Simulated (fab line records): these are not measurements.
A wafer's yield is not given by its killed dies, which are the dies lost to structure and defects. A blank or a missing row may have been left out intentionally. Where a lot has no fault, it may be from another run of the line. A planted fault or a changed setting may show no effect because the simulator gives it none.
Matching of chambers :: flow nand harc :: NHARC_P_M1_ETCH_35 on rie diel-13 has 4 sister chambers
The step etches the open film in N2/H2, target depth 40 nm, overetch 12 nm, time 43.94 s. 18 wafers are shown with their chamber, then 9 later ones without.

WAFERS WITH THEIR CHAMBER
wafer: L077.3
chamber: 0
drypump motor current A (A): 5.8
showerhead plenum p Torr (Torr): 1.95
rf vpp V (V): 429.7

wafer: L077.5
chamber: 0
drypump motor current A (A): 5.7
showerhead plenum p Torr (Torr): 1.95
rf vpp V (V): 428.6

wafer: L077.6
chamber: 3
drypump motor current A (A): 5.1
showerhead plenum p Torr (Torr): 2.02
rf vpp V (V): 430.6

wafer: L080.1
chamber: 1
drypump motor current A (A): 5.0
showerhead plenum p Torr (Torr): 2.01
rf vpp V (V): 429.9

wafer: L080.2
chamber: 2
drypump motor current A (A): 6.2
showerhead plenum p Torr (Torr): 1.93
rf vpp V (V): 428.1

wafer: L080.3
chamber: 3
drypump motor current A (A): 5.1
showerhead plenum p Torr (Torr): 2.02
rf vpp V (V): 428.8

wafer: L086.1
chamber: 1
drypump motor current A (A): 5.0
showerhead plenum p Torr (Torr): 2.00
rf vpp V (V): 430.3

wafer: L086.2
chamber: 0
drypump motor current A (A): 5.8
showerhead plenum p Torr (Torr): 1.95
rf vpp V (V): 429.0

wafer: L086.4
chamber: 0
drypump motor current A (A): 5.7
showerhead plenum p Torr (Torr): 1.95
rf vpp V (V): 427.3

wafer: L087.3
chamber: 0
drypump motor current A (A): 5.8
showerhead plenum p Torr (Torr): 1.95
rf vpp V (V): 428.2

wafer: L087.5
chamber: 0
drypump motor current A (A): 5.7
showerhead plenum p Torr (Torr): 1.95
rf vpp V (V): 429.4

wafer: L087.6
chamber: 1
drypump motor current A (A): 5.0
showerhead plenum p Torr (Torr): 2.00
rf vpp V (V): 429.5

wafer: L089.1
chamber: 3
drypump motor current A (A): 5.1
showerhead plenum p Torr (Torr): 2.02
rf vpp V (V): 429.9

wafer: L089.3
chamber: 1
drypump motor current A (A): 5.0
showerhead plenum p Torr (Torr): 2.00
rf vpp V (V): 429.9

wafer: L089.5
chamber: 3
drypump motor current A (A): 5.1
showerhead plenum p Torr (Torr): 2.02
rf vpp V (V): 429.8

wafer: L091.1
chamber: 3
drypump motor current A (A): 5.1
showerhead plenum p Torr (Torr): 2.02
rf vpp V (V): 429.7

wafer: L091.2
chamber: 2
drypump motor current A (A): 6.2
showerhead plenum p Torr (Torr): 1.92
rf vpp V (V): 428.1

wafer: L091.4
chamber: 0
drypump motor current A (A): 5.7
showerhead plenum p Torr (Torr): 1.95
rf vpp V (V): 427.5

SIGNATURES (averages over the wafers above)
reading: drypump motor current A
chamber 0: 5.743
chamber 1: 5.000
chamber 2: 6.200
chamber 3: 5.100
scatter within a chamber: 0.035

reading: showerhead plenum p Torr
chamber 0: 1.9500
chamber 1: 2.0025
chamber 2: 1.9250
chamber 3: 2.0200
scatter within a chamber: 0.00299

reading: rf vpp V
chamber 0: 428.529
chamber 1: 429.900
chamber 2: 428.100
chamber 3: 429.760
scatter within a chamber: 0.707
Rule: a wafer's distance from a chamber is the root of the sum, over the readings, of the square of ((its reading less the chamber's mean) divided by the reading's scatter). The wafer belongs to the nearest chamber; if the next one is less than 2 further off, it can't be placed. The scatter: the root of (the sum of the squares of (reading less its chamber's mean) over the shown wafers, divided by (wafers less chambers)).

WAFERS MISSING THEIR CHAMBER
wafer: L092.1
drypump motor current A (A): 5.0
showerhead plenum p Torr (Torr): 2.00
rf vpp V (V): 429.9

wafer: L092.3
drypump motor current A (A): 6.2
showerhead plenum p Torr (Torr): 1.92
rf vpp V (V): 427.8

wafer: L092.5
drypump motor current A (A): 5.1
showerhead plenum p Torr (Torr): 2.02
rf vpp V (V): 430.7

wafer: L093.4
drypump motor current A (A): 5.1
showerhead plenum p Torr (Torr): 2.02
rf vpp V (V): 431.8

wafer: L093.5
drypump motor current A (A): 5.7
showerhead plenum p Torr (Torr): 1.95
rf vpp V (V): 429.3

wafer: L093.6
drypump motor current A (A): 5.1
showerhead plenum p Torr (Torr): 2.02
rf vpp V (V): 429.3

wafer: L094.1
drypump motor current A (A): 5.8
showerhead plenum p Torr (Torr): 1.95
rf vpp V (V): 427.9

wafer: L094.2
drypump motor current A (A): 6.2
showerhead plenum p Torr (Torr): 1.92
rf vpp V (V): 426.3

wafer: L094.3
drypump motor current A (A): 5.1
showerhead plenum p Torr (Torr): 2.02
rf vpp V (V): 430.6

EACH ONE'S CHAMBER
wafer: L092.1
from the rows above: 1
in truth: 1

wafer: L092.3
from the rows above: 2
in truth: 2

wafer: L092.5
from the rows above: 3
in truth: 3

wafer: L093.4
from the rows above: 3
in truth: 3

wafer: L093.5
from the rows above: 0
in truth: 0

wafer: L093.6
from the rows above: 3
in truth: 3

wafer: L094.1
from the rows above: 0
in truth: 0

wafer: L094.2
from the rows above: 2
in truth: 2

wafer: L094.3
from the rows above: 3
in truth: 3
Correctly placed: 9 of 9. Can't be placed from these rows: 0. Placed wrongly: 0.
